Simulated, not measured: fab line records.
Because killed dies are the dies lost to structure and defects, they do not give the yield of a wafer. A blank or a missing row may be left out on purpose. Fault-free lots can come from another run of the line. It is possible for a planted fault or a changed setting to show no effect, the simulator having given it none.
fab line records -- flow nand_harc
record lots=6, wafers=18, last_day=33
route steps=1302 shown A_ONON_D1@434 END@1302
lots untouched by any fault: they come from a run of this same line in which no faults occurred
start_h: start of the lot's first displayed wafer, in hours after the record's first day -- wait_h: time in hours since the lot's previous step -- " the same as in the row above -- L1.1+2: several wafers, shown together as one row -- - no value present, or no start provided -- * or withheld: withheld -- < > ~ a bound
route shown NAME@n: a module of which the file shows steps, and the number in the route of the first -- usual: mean and standard deviation over wafers with no fault -- same: alike in all rows -- chamber/n: place in a boat -- sites: per-site readings -- _std_site: standard deviation of those values -- _edge_site: mean of outer sites minus mean of inner sites -- radius_mm: how far each site lies from the wafer's centre -- mask NAME#n: copy n -- behind: tool/chamber where the wafer was last shaped -- hold: what put the lot on hold/how long, in hours/how the hold closed -- device: transistor that didn't switch, given as n, p or np -- end of line: the tests these same wafers got at the end of their route -- step lacking rows: just its recipe -- killed: not the wafer's yield, but the dies lost to structure and defects at the first sort -- map: the dies of a wafer, with x for killed, . for not killed, _ for no die there
set.NAME: the run value of the setting; set.NAME@STEP: its run value at that earlier step -- model.NAME: the simulator's own value behind a step, which no gauge read
lots at some steps of the route; a table a step, a row a wafer
services: a tool's chamber out of use, with start hour (start_h, from the record's first day; less than 0 if before it), hours out, and reason
## steps
# step NHARC_A_ONON_D1_ANNEAL_15
# recipe temp_c=750, time_s=3600
# step NHARC_A_ONON_D1_DEP_16
# recipe target_thk_a=10000, n2_flow_sccm=2750, n2o_flow_sccm=2000, nh3_flow_sccm=500, sih4_flow_sccm=210, temp_c=400
# step NHARC_A_ONON_D1_THK_MEAS_18
# recipe thk_meas_gauge=ellipsometry
# usual thk_nm=1000/9.6
lot.wafer,tool,chamber,start_h,wait_h,thk_nm
L269.3,film_metro-02,-,186.70,-,990
L269.5,film_metro-02,-,186.70,-,990
L269.6,film_metro-02,-,186.70,-,989
L279.1,film_metro-01,-,282.79,-,991
L279.4,film_metro-01,-,282.79,-,990
L279.5,film_metro-01,-,282.79,-,992
L281.3,film_metro-01,-,298.71,-,1024
L281.4,film_metro-01,-,298.71,-,1026
L281.6,film_metro-01,-,298.71,-,1023
L286.1,film_metro-01,-,352.75,-,1015
L286.3,film_metro-01,-,352.75,-,1016
L286.6,film_metro-01,-,352.75,-,1016
L288.1,film_metro-01,-,369.72,-,1011
L288.2,film_metro-01,-,369.72,-,1011
L288.6,film_metro-01,-,369.72,-,1009
L290.2,film_metro-01,-,399.24,-,995
L290.4,film_metro-01,-,399.24,-,994
L290.6,film_metro-01,-,399.24,-,995
# step NHARC_A_ONON_D1_DEP_19
# recipe target_thk_a=10000, n2_flow_sccm=2750, n2o_flow_sccm=2000, nh3_flow_sccm=500, sih4_flow_sccm=210, temp_c=400
# step NHARC_A_ONON_D1_THK_MEAS_21
# recipe thk_meas_gauge=ellipsometry
# usual thk_nm=1000/11
lot.wafer,tool,chamber,start_h,wait_h,thk_nm
L269.3,film_metro-02,-,187.26,-,1013
L269.5,film_metro-02,-,187.26,-,1010
L269.6,film_metro-02,-,187.26,-,1012
L279.1,film_metro-02,-,283.36,-,998
L279.4,film_metro-02,-,283.36,-,997
L279.5,film_metro-02,-,283.36,-,997
L281.3,film_metro-02,-,299.31,-,1008
L281.4,film_metro-02,-,299.31,-,1009
L281.6,film_metro-02,-,299.31,-,1009
L286.1,film_metro-01,-,353.32,-,999
L286.3,film_metro-01,-,353.32,-,998
L286.6,film_metro-01,-,353.32,-,1000
L288.1,film_metro-02,-,370.29,-,1011
L288.2,film_metro-02,-,370.29,-,1010
L288.6,film_metro-02,-,370.29,-,1011
L290.2,film_metro-01,-,399.81,-,1008
L290.4,film_metro-01,-,399.81,-,1008
L290.6,film_metro-01,-,399.81,-,1006
# step NHARC_A_ONON_D1_DEP_22
# recipe target_thk_a=10000, n2_flow_sccm=2750, n2o_flow_sccm=2000, nh3_flow_sccm=500, sih4_flow_sccm=210, temp_c=400
# step NHARC_A_ONON_D1_THK_MEAS_24
# recipe thk_meas_gauge=ellipsometry
# usual thk_nm=999/8.3
lot.wafer,tool,chamber,start_h,wait_h,thk_nm
L269.3,film_metro-01,-,187.83,-,995
L269.5,film_metro-01,-,187.83,-,994
L269.6,film_metro-01,-,187.83,-,993
L279.1,film_metro-01,-,283.93,-,1012
L279.4,film_metro-01,-,283.93,-,1012
L279.5,film_metro-01,-,283.93,-,1010
L281.3,film_metro-01,-,299.88,-,1000
L281.4,film_metro-01,-,299.88,-,1000
L281.6,film_metro-01,-,299.88,-,1002
L286.1,film_metro-02,-,353.88,-,985
L286.3,film_metro-02,-,353.88,-,989
L286.6,film_metro-02,-,353.88,-,985
L288.1,film_metro-02,-,370.86,-,1001
L288.2,film_metro-02,-,370.86,-,1001
L288.6,film_metro-02,-,370.86,-,1002
L290.2,film_metro-01,-,400.38,-,999
L290.4,film_metro-01,-,400.38,-,1000
L290.6,film_metro-01,-,400.38,-,999
# step NHARC_A_ONON_D1_DEP_25
# recipe target_thk_a=10000, n2_flow_sccm=2750, n2o_flow_sccm=2000, nh3_flow_sccm=500, sih4_flow_sccm=210, temp_c=400
# step NHARC_A_ONON_D1_THK_MEAS_27
# recipe thk_meas_gauge=ellipsometry
# usual thk_nm=1000/10
lot.wafer,tool,chamber,start_h,wait_h,thk_nm
L269.3,film_metro-01,-,188.40,-,1020
L269.5,film_metro-01,-,188.40,-,1022
L269.6,film_metro-01,-,188.40,-,1021
L279.1,film_metro-01,-,284.49,-,1009
L279.4,film_metro-01,-,284.49,-,1010
L279.5,film_metro-01,-,284.49,-,1007
L281.3,film_metro-02,-,300.44,-,1001
L281.4,film_metro-02,-,300.44,-,1003
L281.6,film_metro-02,-,300.44,-,1003
L286.1,film_metro-02,-,354.45,-,1003
L286.3,film_metro-02,-,354.45,-,1003
L286.6,film_metro-02,-,354.45,-,1005
L288.1,film_metro-01,-,371.43,-,1012
L288.2,film_metro-01,-,371.43,-,1011
L288.6,film_metro-01,-,371.43,-,1013
L290.2,film_metro-01,-,400.95,-,995
L290.4,film_metro-01,-,400.95,-,995
L290.6,film_metro-01,-,400.95,-,994
# step NHARC_A_ONON_D1_DEP_28
# recipe target_thk_a=10000, n2_flow_sccm=2750, n2o_flow_sccm=2000, nh3_flow_sccm=500, sih4_flow_sccm=210, temp_c=400
# step NHARC_A_ONON_D1_THK_MEAS_30
# recipe thk_meas_gauge=ellipsometry
# usual thk_nm=1000/11
lot.wafer,tool,chamber,start_h,wait_h,thk_nm
L269.3,film_metro-01,-,188.97,-,999
L269.5,film_metro-01,-,188.97,-,996
L269.6,film_metro-01,-,188.97,-,995
L279.1,film_metro-01,-,285.05,-,1008
L279.4,film_metro-01,-,285.05,-,1010
L279.5,film_metro-01,-,285.05,-,1009
L281.3,film_metro-02,-,301.01,-,1017
L281.4,film_metro-02,-,301.01,-,1015
L281.6,film_metro-02,-,301.01,-,1015
L286.1,film_metro-02,-,355.02,-,1009
L286.3,film_metro-02,-,355.02,-,1010
L286.6,film_metro-02,-,355.02,-,1010
L288.1,film_metro-02,-,372.00,-,998
L288.2,film_metro-02,-,372.00,-,997
L288.6,film_metro-02,-,372.00,-,997
L290.2,film_metro-01,-,401.55,-,1016
L290.4,film_metro-01,-,401.55,-,1017
L290.6,film_metro-01,-,401.55,-,1015
# step NHARC_A_ONON_D1_DEP_33
# recipe target_thk_a=2000, temp_c=400, pressure_torr=6.5, rf_w=900, teos_flow_sccm=161.4, flow_sccm=2650, target_thk_nm=200, gas=O2, material=SiO2
# usual chamber_pressure_Torr=6.499/0.013, heater_power_w=529/86, rf_fwd_power_W=897.4/2.7, throttle_valve_pct=15.9/0.63
lot.wafer,tool,chamber,start_h,wait_h,chamber_pressure_Torr,heater_power_w,rf_fwd_power_W,throttle_valve_pct
L269.3,pecvd-02,1,189.07,0.1,6.509,541,896.4,16.9
L269.6,pecvd-02,1,189.07,0.1,6.499,545,896.0,16.8
L269.5,pecvd-02,2,189.07,0.1,6.513,469,896.2,16.4
L279.1,pecvd-02,0,285.20,0.1,6.503,737,790.6,16.1
L279.5,pecvd-02,2,285.20,0.1,6.510,587,793.7,15.8
L279.4,pecvd-02,0,285.20,0.1,6.492,734,794.3,15.9
L281.3,pecvd-02,2,301.06,0.1,6.506,485,792.1,15.8
L281.6,pecvd-02,2,301.06,0.1,6.518,508,790.6,16.2
L281.4,pecvd-02,1,301.06,0.1,6.508,556,791.7,16.4
L286.3,pecvd-01,2,355.12,0.1,6.481,456,897.4,16.1
L286.1,pecvd-01,0,355.12,0.1,6.485,558,895.7,16.2
L286.6,pecvd-01,0,355.12,0.1,6.489,573,895.9,16.3
L288.1,pecvd-04,0,372.06,0.1,6.498,575,900.1,15.1
L288.2,pecvd-04,1,372.06,0.1,6.508,482,892.5,16.7
L288.6,pecvd-04,1,372.06,0.1,6.506,477,889.5,16.1
L290.2,pecvd-04,0,401.65,0.1,6.501,514,896.2,15.1
L290.6,pecvd-04,2,401.65,0.1,6.471,514,897.4,16.0
L290.4,pecvd-04,0,401.65,0.1,6.490,522,896.3,14.9
# step NHARC_A_ONON_D1_THK_MEAS_34
# recipe thk_meas_gauge=ellipsometry
# usual thk_nm=200.3/2.8
lot.wafer,tool,chamber,start_h,wait_h,thk_nm
L269.3,film_metro-01,-,189.44,-,197.3
L269.5,film_metro-01,-,189.44,-,201.1
L269.6,film_metro-01,-,189.44,-,199.2
L279.1,film_metro-01,-,285.52,-,187.0
L279.4,film_metro-01,-,285.52,-,189.2
L279.5,film_metro-01,-,285.52,-,190.3
L281.3,film_metro-01,-,301.48,-,191.2
L281.4,film_metro-01,-,301.48,-,190.8
L281.6,film_metro-01,-,301.48,-,195.9
L286.1,film_metro-02,-,355.52,-,195.9
L286.3,film_metro-02,-,355.52,-,196.8
L286.6,film_metro-02,-,355.52,-,200.5
L288.1,film_metro-01,-,372.47,-,200.4
L288.2,film_metro-01,-,372.47,-,199.4
L288.6,film_metro-01,-,372.47,-,202.2
L290.2,film_metro-02,-,402.02,-,202.7
L290.4,film_metro-02,-,402.02,-,202.2
L290.6,film_metro-02,-,402.02,-,201.8
# step NHARC_END_SORT_01
# recipe temp_c=25
# usual killed_at_array=50/18, killed_at_other=0.8/1.1, killed_at_periphery=4.1/2.9, killed_dies=55/18, killed_open=3.5/1.9, killed_short=2.4/1.5
# same gross_dies=677
lot.wafer,tool,chamber,start_h,wait_h,killed_at_array,killed_at_other,killed_at_periphery,killed_dies,killed_open,killed_short
L288.1,prober-02,0,746.87,2.5,31,0,5,36,1,4
L288.2,prober-02,0,747.66,2.8,39,0,5,44,2,3
L288.6,prober-02,0,750.83,4.0,40,0,4,44,6,3
# killed by level:class
L288.1 A_CHANNEL_HOLE_D1:chamber_film_flake=9 A_SLIT:chamber_film_flake=5 A_CHANNEL_FILL_D2:chamber_film_flake=3 A_STAIRCASE:chamber_film_flake=3 A_BONDPAD:chamber_film_flake=3 A_SOURCE_PLATE:geometric_particle:short=2 P_STI:chamber_film_flake=2 P_GATE:chamber_film_flake=2
L288.2 A_CHANNEL_HOLE_D1:chamber_film_flake=10 A_SLIT:chamber_film_flake=6 A_CHANNEL_FILL_D2:chamber_film_flake=5 A_BONDPAD:chamber_film_flake=5 A_CHANNEL_HOLE_D2:chamber_film_flake=4 A_STAIRCASE:chamber_film_flake=3 A_CHANNEL_FILL_D2:geometric_particle:short=2 P_CONTACT:geometric_particle:open=1
L288.6 A_CHANNEL_HOLE_D1:chamber_film_flake=12 A_SLIT:chamber_film_flake=6 A_BONDPAD:chamber_film_flake=4 P_BONDPAD:chamber_film_flake=3 A_CHANNEL_FILL_D2:geometric_particle:open=2 A_SGD_CUT:geometric_particle:open=2 A_WL_FILL:geometric_particle:open=2 A_CHANNEL_HOLE_D2:chamber_film_flake=2
## services
tool,chamber,start_h,hours,kind
pecvd-04,2,204.97,5.7,repair
pecvd-02,-,227.11,13.0,pm
pecvd-02,0,227.11,13.0,vent_cycle
pecvd-02,1,227.11,13.0,vent_cycle
pecvd-02,2,227.11,13.0,vent_cycle
pecvd-02,0,240.11,-,clean
pecvd-02,1,240.11,-,clean
pecvd-02,2,240.11,-,clean
pecvd-01,1,255.63,4.7,repair
pecvd-01,1,267.43,2.1,repair
pecvd-04,-,269.06,13.0,pm
pecvd-04,0,269.06,13.0,vent_cycle
pecvd-04,1,269.06,13.0,vent_cycle
pecvd-04,2,269.06,13.0,vent_cycle
pecvd-04,0,282.06,-,clean
pecvd-04,1,282.06,-,clean
pecvd-04,2,282.06,-,clean
pecvd-01,-,300.25,4.8,repair
pecvd-01,-,311.00,13.0,pm
pecvd-01,0,311.00,13.0,vent_cycle
pecvd-01,1,311.00,13.0,vent_cycle
pecvd-01,2,311.00,13.0,vent_cycle
pecvd-01,0,324.00,-,clean
pecvd-01,1,324.00,-,clean
## key
first_sign step=NHARC_A_ONON_D1_DEP_33, reading=rf_fwd_power_W, direction=down, sigmas=38, usual=*, struck=*
effect step=NHARC_A_ONON_D1_THK_MEAS_34, reading=thk_nm, direction=down, sigmas=3.4, usual=200.3, struck=190.7
met_at NHARC_A_ONON_D1_DEP_33
struck_wafers L279.1,L279.4,L279.5,L281.3,L281.4,L281.6
tester_left_out L279,L281
onset_between 189.07 285.20
fault kind=process_parameter_drift, tool=pecvd-02, chamber=-, onset_h=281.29, steps=NHARC_A_ONON_D1_DEP_33, channel=rf_w, offset=*, shape=step, end_h=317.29, acts_in=*, stated=*
# tester_left_out: of these lots the tester's yield and bins aren't shown, on N5 and GAA mostly nor the transistor test; their killed dies are dies lost to structure and defects alone, not to doping, threshold or leakage, so they don't give the yield
